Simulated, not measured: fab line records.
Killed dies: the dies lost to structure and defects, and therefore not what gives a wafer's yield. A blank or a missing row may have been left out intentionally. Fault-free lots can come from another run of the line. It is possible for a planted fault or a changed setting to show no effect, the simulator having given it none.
Split-lot experiment :: flow n5-finfet :: 7 lots, 21 wafers read, on a route of 1938 steps

## THE SPLIT ITSELF
At N5_BEOL_M6_COAT_22 (resist thk 30 nm), the setting spin-rpm was moved away from the recipe's 1500 rpm on 5 of the 21 wafers read, by -10.4% to +7.3%. The other wafers ran this setting at the recipe's value.

## FROM THE SPLIT TO THE READING: what the file shows between them, 4 steps
- N5_BEOL_M6_EBR_24
- N5_BEOL_M6_SOFTBAKE_23: time 60 s
- N5_BEOL_M6_EXPOSE_25: exposes mask V5, target cd 40 nm
- N5_BEOL_M6_PEB_26: peb time 60 s

## THE READING
CAR-EUV_of_BEOL_M6_COAT_22.thk-nm (the simulator's own value, which no gauge read), in nm, at N5_BEOL_M6_DEVELOP_27 (develop time 30 s). The file gives no usual value for it. Here, 16 wafers ran the recipe; their average is 29.5 nm with a standard deviation of 0.097 nm.

wafer: L075.1
tool, chamber at the split: litho-track-04, 0
spin-rpm as run, rpm: 1500
against the recipe: recipe
CAR-EUV_of_BEOL_M6_COAT_22.thk-nm, nm: 29.4
against lot-mates on the recipe: -

wafer: L075.4
tool, chamber at the split: litho-track-04, 0
spin-rpm as run, rpm: 1500
against the recipe: recipe
CAR-EUV_of_BEOL_M6_COAT_22.thk-nm, nm: 29.4
against lot-mates on the recipe: -

wafer: L075.5
tool, chamber at the split: litho-track-04, 0
spin-rpm as run, rpm: 1344
against the recipe: -10.4%
CAR-EUV_of_BEOL_M6_COAT_22.thk-nm, nm: 31.2
against lot-mates on the recipe: +1.8

wafer: L083.2
tool, chamber at the split: litho-track-03, 0
spin-rpm as run, rpm: 1434
against the recipe: -4.4%
CAR-EUV_of_BEOL_M6_COAT_22.thk-nm, nm: 30.2
against lot-mates on the recipe: +0.7

wafer: L083.4
tool, chamber at the split: litho-track-03, 0
spin-rpm as run, rpm: 1500
against the recipe: recipe
CAR-EUV_of_BEOL_M6_COAT_22.thk-nm, nm: 29.4
against lot-mates on the recipe: -

wafer: L083.6
tool, chamber at the split: litho-track-03, 0
spin-rpm as run, rpm: 1500
against the recipe: recipe
CAR-EUV_of_BEOL_M6_COAT_22.thk-nm, nm: 29.6
against lot-mates on the recipe: -

wafer: L082.1
tool, chamber at the split: litho-track-05, 0
spin-rpm as run, rpm: 1500
against the recipe: recipe
CAR-EUV_of_BEOL_M6_COAT_22.thk-nm, nm: 29.4
against lot-mates on the recipe: -

wafer: L082.4
tool, chamber at the split: litho-track-05, 0
spin-rpm as run, rpm: 1500
against the recipe: recipe
CAR-EUV_of_BEOL_M6_COAT_22.thk-nm, nm: 29.4
against lot-mates on the recipe: -

wafer: L082.5
tool, chamber at the split: litho-track-05, 0
spin-rpm as run, rpm: 1606
against the recipe: +7.1%
CAR-EUV_of_BEOL_M6_COAT_22.thk-nm, nm: 28.4
against lot-mates on the recipe: -1.0

wafer: L090.1
tool, chamber at the split: litho-track-04, 0
spin-rpm as run, rpm: 1500
against the recipe: recipe
CAR-EUV_of_BEOL_M6_COAT_22.thk-nm, nm: 29.4
against lot-mates on the recipe: -

wafer: L090.3
tool, chamber at the split: litho-track-04, 0
spin-rpm as run, rpm: 1500
against the recipe: recipe
CAR-EUV_of_BEOL_M6_COAT_22.thk-nm, nm: 29.6
against lot-mates on the recipe: -

wafer: L090.6
tool, chamber at the split: litho-track-04, 0
spin-rpm as run, rpm: 1500
against the recipe: recipe
CAR-EUV_of_BEOL_M6_COAT_22.thk-nm, nm: 29.6
against lot-mates on the recipe: -

wafer: L096.2
tool, chamber at the split: litho-track-04, 0
spin-rpm as run, rpm: 1610
against the recipe: +7.3%
CAR-EUV_of_BEOL_M6_COAT_22.thk-nm, nm: 28.6
against lot-mates on the recipe: -1.0

wafer: L096.4
tool, chamber at the split: litho-track-04, 0
spin-rpm as run, rpm: 1610
against the recipe: +7.3%
CAR-EUV_of_BEOL_M6_COAT_22.thk-nm, nm: 28.6
against lot-mates on the recipe: -1.0

wafer: L096.6
tool, chamber at the split: litho-track-04, 0
spin-rpm as run, rpm: 1500
against the recipe: recipe
CAR-EUV_of_BEOL_M6_COAT_22.thk-nm, nm: 29.6
against lot-mates on the recipe: -

wafer: L092.1
tool, chamber at the split: litho-track-05, 0
spin-rpm as run, rpm: 1500
against the recipe: recipe
CAR-EUV_of_BEOL_M6_COAT_22.thk-nm, nm: 29.6
against lot-mates on the recipe: -

wafer: L092.2
tool, chamber at the split: litho-track-05, 0
spin-rpm as run, rpm: 1500
against the recipe: recipe
CAR-EUV_of_BEOL_M6_COAT_22.thk-nm, nm: 29.6
against lot-mates on the recipe: -

wafer: L092.4
tool, chamber at the split: litho-track-05, 0
spin-rpm as run, rpm: 1500
against the recipe: recipe
CAR-EUV_of_BEOL_M6_COAT_22.thk-nm, nm: 29.6
against lot-mates on the recipe: -

wafer: L094.1
tool, chamber at the split: litho-track-04, 0
spin-rpm as run, rpm: 1500
against the recipe: recipe
CAR-EUV_of_BEOL_M6_COAT_22.thk-nm, nm: 29.6
against lot-mates on the recipe: -

wafer: L094.2
tool, chamber at the split: litho-track-04, 0
spin-rpm as run, rpm: 1500
against the recipe: recipe
CAR-EUV_of_BEOL_M6_COAT_22.thk-nm, nm: 29.6
against lot-mates on the recipe: -

wafer: L094.6
tool, chamber at the split: litho-track-04, 0
spin-rpm as run, rpm: 1500
against the recipe: recipe
CAR-EUV_of_BEOL_M6_COAT_22.thk-nm, nm: 29.6
against lot-mates on the recipe: -

THE FIT
A straight line over all 21 wafers: CAR-EUV_of_BEOL_M6_COAT_22.thk-nm changes by -0.147 nm for each +1% of spin-rpm; r = -0.98; the points scatter about the line by 0.11 nm.
The same after taking each lot's own level away (the mean of its wafers on the recipe; 21 wafers): -0.153 nm for each +1%; r = -0.99; scatter 0.077 nm.
According to that fit, moving spin-rpm by its largest amount changes the reading by 1.6 nm.
The span of the lots' own levels, 29.40 to 29.60 nm, comes to 2.1 times the standard deviation stated above.
Hence the lot-to-lot level has little effect on the slope; both slopes agree.
Check: +1.47 nm against its lot-mates is what the line predicts for one of the wafers moved furthest among these (-10.4%) when that wafer is left out of the fit. Against them it came out at +1.8 nm.

## ADDITIONAL SPLITS CARRIED BY THESE WAFERS
Before the reading, these wafers also passed through other splits. Each is held against what the fit with the lots' levels taken away leaves over:
other split on the same wafers: N5_BEOL_M5_EXPOSE_25 dose-mj
wafers away from the commonest value: 7
r with CAR-EUV_of_BEOL_M6_COAT_22.thk-nm (lot level and that fit taken away): +0.13

other split on the same wafers: N5_BEOL_M5_VIA_ETCH_34 bias-w
wafers away from the commonest value: 10
r with CAR-EUV_of_BEOL_M6_COAT_22.thk-nm (lot level and that fit taken away): +0.35

## THE WHOLE CHAIN: every reading that the file lists as answering this split, in the file's order
step: N5_BEOL_M6_COAT_22
what it does: resist thk 30 nm
reading: CAR-EUV_of_BEOL_M6_COAT_22.thk-nm (the simulator's own value, which no gauge read)
change (the file's fit): -0.153 nm for each +1% of the setting
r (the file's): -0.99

step: N5_BEOL_M6_DEVELOP_27
what it does: develop time 30 s
reading: CAR-EUV_of_BEOL_M6_COAT_22.thk-nm (the simulator's own value, which no gauge read)
change (the file's fit): -0.157 nm for each +1% of the setting
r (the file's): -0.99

## THE FILE'S OWN FIT
CAR-EUV_of_BEOL_M6_COAT_22.thk-nm changes by -0.157 nm for each +1% of spin-rpm, r = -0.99.
